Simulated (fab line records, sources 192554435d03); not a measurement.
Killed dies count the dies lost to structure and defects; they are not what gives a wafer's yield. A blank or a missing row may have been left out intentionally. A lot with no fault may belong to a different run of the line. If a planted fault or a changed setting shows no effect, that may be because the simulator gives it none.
Chamber matching || flow n5 finfet || N5_BEOL_M4_DESCUM_16 on rie diel-06: 4 sister chambers
The step chemistry O2, time 7 s. 4 wafers are shown with their chamber, then 9 later ones without.

== WAFERS PAIRED WITH THEIR CHAMBERS ==
{"wafer": "L082.5", "chamber": 0, "throttle valve pct (%)": 20.41}
{"wafer": "L086.2", "chamber": 1, "throttle valve pct (%)": 20.24}
{"wafer": "L086.3", "chamber": 3, "throttle valve pct (%)": 19.75}
{"wafer": "L086.4", "chamber": 2, "throttle valve pct (%)": 20.01}

== WAFERS WITHOUT THEIR CHAMBER ==
{"wafer": "L087.1", "throttle valve pct (%)": 19.78}
{"wafer": "L087.2", "throttle valve pct (%)": 20.02}
{"wafer": "L087.6", "throttle valve pct (%)": 19.77}
{"wafer": "L092.4", "throttle valve pct (%)": 20.03}
{"wafer": "L092.5", "throttle valve pct (%)": 20.01}
{"wafer": "L092.6", "throttle valve pct (%)": 20.27}
{"wafer": "L090.2", "throttle valve pct (%)": 20.03}
{"wafer": "L090.3", "throttle valve pct (%)": 20.28}
{"wafer": "L090.4", "throttle valve pct (%)": 20.45}

== WHICH CHAMBER EACH WENT THROUGH ==
{"wafer": "L087.1", "from the rows above": 3, "in truth": 3}
{"wafer": "L087.2", "from the rows above": 2, "in truth": 2}
{"wafer": "L087.6", "from the rows above": 3, "in truth": 3}
{"wafer": "L092.4", "from the rows above": 2, "in truth": 2}
{"wafer": "L092.5", "from the rows above": 2, "in truth": 2}
{"wafer": "L092.6", "from the rows above": 1, "in truth": 1}
{"wafer": "L090.2", "from the rows above": 2, "in truth": 2}
{"wafer": "L090.3", "from the rows above": 1, "in truth": 1}
{"wafer": "L090.4", "from the rows above": 0, "in truth": 0}
9 of 9 placed correctly. From these rows, 0 cannot be placed. 0 placed wrongly.
How it was worked out, from the rows above alone: a wafer's distance from a chamber is the root of the sum, over the readings, of the square of ((its reading less the chamber's mean) divided by the reading's scatter). The wafer belongs to the nearest chamber; if the next one is less than 2 further off, it can't be placed. Each chamber's mean is taken over the wafers shown for it. The scatter: root of mean squared gap, hidden wafer to nearest shown wafer, with one shown wafer a chamber.
